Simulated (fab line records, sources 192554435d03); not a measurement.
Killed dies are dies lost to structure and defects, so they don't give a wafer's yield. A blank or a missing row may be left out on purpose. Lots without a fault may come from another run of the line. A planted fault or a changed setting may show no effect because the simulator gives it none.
Which tool did it? | flow n5_finfet | 11 lots, 33 wafers sampled, at 5 steps of a route of 1938

WHAT THE GAUGES READ, wafer by wafer
N5_BEOL_M4_RC_MEAS_101. Usual: DIBL_N 36.9 mV/V, standard deviation 1.7; DIBL_P 36.7 mV/V, standard deviation 2.1; IOFF_N 0.17 nA/um, standard deviation 0.032; IOFF_P 0.22 nA/um, standard deviation 0.036; ION_N 674 uA/um, standard deviation 12; ION_P 461 uA/um, standard deviation 7; SS_N 71.7 mV/dec, standard deviation 0.6; SS_P 73.4 mV/dec, standard deviation 0.67; VT_N 249 mV, standard deviation 3.1; VT_P -250 mV, standard deviation 3.2.
lot  | measured     | on        | DIBL_N (mV/V)  | DIBL_P (mV/V)  | IOFF_N (nA/um) | IOFF_P (nA/um) | ION_N (uA/um) | ION_P (uA/um) | SS_N (mV/dec)  | SS_P (mV/dec)  | VT_N (mV)   | VT_P (mV)      | flag
L314 | day 8 01:31  | prober-01 | 35.5 36.4 35.7 | 35.5 36.6 34.9 | 0.14 0.15 0.14 | 0.18 0.20 0.18 | 657 674 666   | 448 464 456   | 71.7 71.3 70.9 | 72.8 73.2 73.1 | 253 254 250 | -254 -251 -251 |
L317 | day 8 14:13  | prober-02 | 32.8 35.9 34.4 | 32.8 35.1 32.9 | 0.12 0.16 0.14 | 0.17 0.20 0.17 | 660 663 652   | 454 454 446   | 70.6 71.8 71.6 | 72.8 72.8 72.2 | 255 250 252 | -252 -252 -251 |
L315 | day 9 00:19  | prober-02 | 37.7 36.5 36.5 | 37.5 35.6 36.0 | 0.18 0.16 0.16 | 0.22 0.19 0.19 | 674 666 676   | 463 456 453   | 71.6 71.3 71.7 | 73.8 73.2 73.5 | 250 250 250 | -249 -252 -252 |
L316 | day 8 18:03  | prober-02 | 35.1 37.2 37.5 | 33.9 36.8 35.1 | 0.13 0.17 0.17 | 0.15 0.19 0.16 | 653 682 677   | 449 455 451   | 70.7 71.6 71.5 | 73.5 73.1 73.5 | 251 251 248 | -257 -255 -256 |
L321 | day 9 08:10  | prober-01 | 36.3 35.7 37.0 | 36.9 35.5 37.6 | 0.17 0.14 0.17 | 0.23 0.21 0.25 | 685 662 676   | 471 460 467   | 71.0 71.5 71.1 | 73.6 73.7 72.9 | 245 250 248 | -246 -250 -246 |
L322 | day 9 20:14  | prober-01 | 37.3 37.0 39.7 | 36.5 36.0 37.1 | 0.18 0.16 0.23 | 0.22 0.20 0.23 | 679 680 675   | 461 460 452   | 71.7 71.1 72.8 | 73.2 72.8 73.7 | 246 250 244 | -251 -249 -251 |
L325 | day 10 15:55 | prober-01 | 36.1 34.8 35.1 | 35.3 34.0 34.4 | 0.15 0.13 0.14 | 0.22 0.19 0.19 | 668 656 665   | 466 457 459   | 71.4 70.9 71.9 | 72.6 71.8 72.7 | 250 253 252 | -246 -252 -249 |
L332 | day 12 15:16 | prober-02 | 36.3 34.8 37.2 | 35.0 33.8 35.8 | 0.17 0.13 0.18 | 0.26 0.23 0.26 | 681 668 681   | 470 469 471   | 71.5 71.8 71.3 | 72.7 72.6 73.8 | 247 254 247 | -245 -245 -245 |
L335 | day 13 05:11 | prober-02 | 35.5 32.0 35.6 | 34.9 30.8 34.9 | 0.14 0.10 0.14 | 0.19 0.14 0.20 | 673 651 667   | 462 452 462   | 72.0 69.8 71.3 | 73.8 72.5 73.7 | 254 255 255 | -250 -255 -251 |
L336 | day 13 07:12 | prober-02 | 37.5 38.9 35.0 | 38.7 40.3 35.1 | 0.20 0.23 0.14 | 0.28 0.30 0.22 | 681 696 660   | 473 471 468   | 72.4 72.0 71.2 | 74.4 74.2 73.2 | 244 245 251 | -247 -243 -249 |
L337 | day 14 00:20 | prober-01 | 39.1 37.7 39.5 | 38.5 37.1 39.5 | 0.18 0.16 0.19 | 0.23 0.22 0.26 | 663 659 681   | 460 458 467   | 71.9 72.1 72.8 | 74.1 73.7 73.8 | 251 252 251 | -249 -248 -247 |

WHICH TOOL RAN EACH LOT (tool, then ch and the chambers of the sampled wafers, then the start)
lot  | N5_BEOL_M1_CVD_47                | N5_BEOL_M1_SPUTTER_79        | N5_BEOL_M1_ANNEAL_82         | N5_BEOL_M1_ANNEAL_87
L314 | cvd_co-02 ch 0,1,2, day 6 16:29  | pvd_sputter-01, day 6 16:52  | pvd_sputter-01, day 6 17:10  | pvd_sputter-01, day 6 17:23
L317 | cvd_co-01 ch 0,1,2, day 7 00:05  | pvd_sputter-02, day 7 01:40  | pvd_sputter-02, day 7 01:58  | pvd_sputter-02, day 7 02:11
L315 | cvd_co-01 ch 1,2, day 7 04:03    | pvd_sputter-01, day 7 04:26  | pvd_sputter-01, day 7 04:44  | pvd_sputter-01, day 7 04:57
L316 | cvd_co-02 ch 0,1,2, day 7 04:11  | pvd_sputter-02, day 7 04:40  | pvd_sputter-02, day 7 04:58  | pvd_sputter-02, day 7 05:11
L321 | cvd_co-02 ch 0,2, day 8 01:16    | pvd_sputter-03, day 8 01:38  | pvd_sputter-03, day 8 01:56  | pvd_sputter-03, day 8 02:10
L322 | cvd_co-01 ch 0,2, day 8 06:19    | pvd_sputter-03, day 8 08:04  | pvd_sputter-03, day 8 08:22  | pvd_sputter-03, day 8 08:35
L325 | cvd_co-01 ch 0,2, day 9 09:39    | pvd_sputter-01, day 9 10:11  | pvd_sputter-01, day 9 10:29  | pvd_sputter-01, day 9 10:42
L332 | cvd_co-02 ch 0,2, day 11 01:56   | pvd_sputter-03, day 11 02:19 | pvd_sputter-03, day 11 02:37 | pvd_sputter-03, day 11 02:50
L335 | cvd_co-02 ch 0,1,2, day 11 13:41 | pvd_sputter-01, day 11 14:17 | pvd_sputter-01, day 11 14:35 | pvd_sputter-01, day 11 14:49
L336 | cvd_co-02 ch 0,2, day 11 15:43   | pvd_sputter-02, day 11 16:06 | pvd_sputter-02, day 11 16:24 | pvd_sputter-02, day 11 16:37
L337 | cvd_co-02 ch 0,1,2, day 12 08:04 | pvd_sputter-01, day 12 08:24 | pvd_sputter-01, day 12 08:42 | pvd_sputter-01, day 12 08:55
- N5_BEOL_M1_CVD_47: deposits Co from CCTBA/H2, target thk 3 nm, time 223.8 s.
- N5_BEOL_M1_SPUTTER_79: material Cu, target thk 4.5 nm, time 8.29 s.
- N5_BEOL_M1_ANNEAL_82: time 240 s.
- N5_BEOL_M1_ANNEAL_87: time 240 s.

WHAT THE TOOLS THEMSELVES READ (means of the sampled wafers that have a number; where no wafer has one, the mark that the record gives instead)
N5_BEOL_M1_CVD_47. Usual: run_length_s 246.6 s, standard deviation 0.82.
lot  | tool      | run_length_s (s) | flag
L314 | cvd_co-02 | 247.2            |
L317 | cvd_co-01 | 246.2            |
L315 | cvd_co-01 | 246.1            |
L316 | cvd_co-02 | 247.3            |
L321 | cvd_co-02 | 247.6            |
L322 | cvd_co-01 | 244.8            |
L325 | cvd_co-01 | 245.1            |
L332 | cvd_co-02 | 247.6            |
L335 | cvd_co-02 | 247.7            |
L336 | cvd_co-02 | 247.5            |
L337 | cvd_co-02 | 247.0            |

N5_BEOL_M1_SPUTTER_79. Usual: chamber_pressure_pa 0.07001 Pa, standard deviation 0.00014; chuck_gas_flow_sccm 1.25 sccm, standard deviation 0.052; throttle_valve_pct 29.7 %, standard deviation 1.
lot  | tool           | chamber_pressure_pa (Pa) | chuck_gas_flow_sccm (sccm) | throttle_valve_pct (%) | flag
L314 | pvd_sputter-01 | 0.06987                  | 1.25                       | 30.2                   |
L317 | pvd_sputter-02 | 0.07007                  | 1.23                       | 29.9                   |
L315 | pvd_sputter-01 | 0.07012                  | 1.24                       | 29.8                   |
L316 | pvd_sputter-02 | 0.07002                  | 1.26                       | 29.5                   |
L321 | pvd_sputter-03 | 0.06998                  | 1.22                       | 29.2                   |
L322 | pvd_sputter-03 | 0.06998                  | 1.22                       | 28.9                   |
L325 | pvd_sputter-01 | 0.07002                  | 1.23                       | 29.5                   |
L332 | pvd_sputter-03 | 0.07003                  | 1.27                       | 29.2                   |
L335 | pvd_sputter-01 | 0.06994                  | 1.25                       | 30.1                   |
L336 | pvd_sputter-02 | 0.06985                  | 1.27                       | 30.1                   |
L337 | pvd_sputter-01 | 0.07000                  | 1.26                       | 30.4                   |

N5_BEOL_M1_ANNEAL_82. Usual: heater_power_w 872 W, standard deviation 150.
lot  | tool           | heater_power_w (W) | flag
L314 | pvd_sputter-01 | 792                |
L317 | pvd_sputter-02 | 993                |
L315 | pvd_sputter-01 | 757                |
L316 | pvd_sputter-02 | 869                |
L321 | pvd_sputter-03 | 926                |
L322 | pvd_sputter-03 | 941                |
L325 | pvd_sputter-01 | 823                |
L332 | pvd_sputter-03 | 933                |
L335 | pvd_sputter-01 | 804                |
L336 | pvd_sputter-02 | 990                |
L337 | pvd_sputter-01 | 827                |

N5_BEOL_M1_ANNEAL_87. Usual: heater_power_w 871 W, standard deviation 150.
lot  | tool           | heater_power_w (W) | flag
L314 | pvd_sputter-01 | 804                |
L317 | pvd_sputter-02 | 1000               |
L315 | pvd_sputter-01 | 761                |
L316 | pvd_sputter-02 | 866                |
L321 | pvd_sputter-03 | 945                |
L322 | pvd_sputter-03 | 917                |
L325 | pvd_sputter-01 | 834                |
L332 | pvd_sputter-03 | 924                |
L335 | pvd_sputter-01 | 793                |
L336 | pvd_sputter-02 | 975                |
L337 | pvd_sputter-01 | 824                |

THE ANSWER, worked out from the rows above alone
Rule: a lot is off if the mean of its wafers that have a number lies more than 3 standard deviations from the usual mean. A lot without any number at a reading at which 4 lots or more have one is off too. The other lots that the step has rows for count as sound. The gauges are gone through in route order, then the tools' own readings, and for those a lot's mean is taken as printed above. The first step at which some lot is off is used, and at that step the reading that is off furthest; a lot without a number counts as furthest.
No lot is off at any reading shown: from this, nothing can be told.

WHAT THE SIMULATOR HAD PUT IN
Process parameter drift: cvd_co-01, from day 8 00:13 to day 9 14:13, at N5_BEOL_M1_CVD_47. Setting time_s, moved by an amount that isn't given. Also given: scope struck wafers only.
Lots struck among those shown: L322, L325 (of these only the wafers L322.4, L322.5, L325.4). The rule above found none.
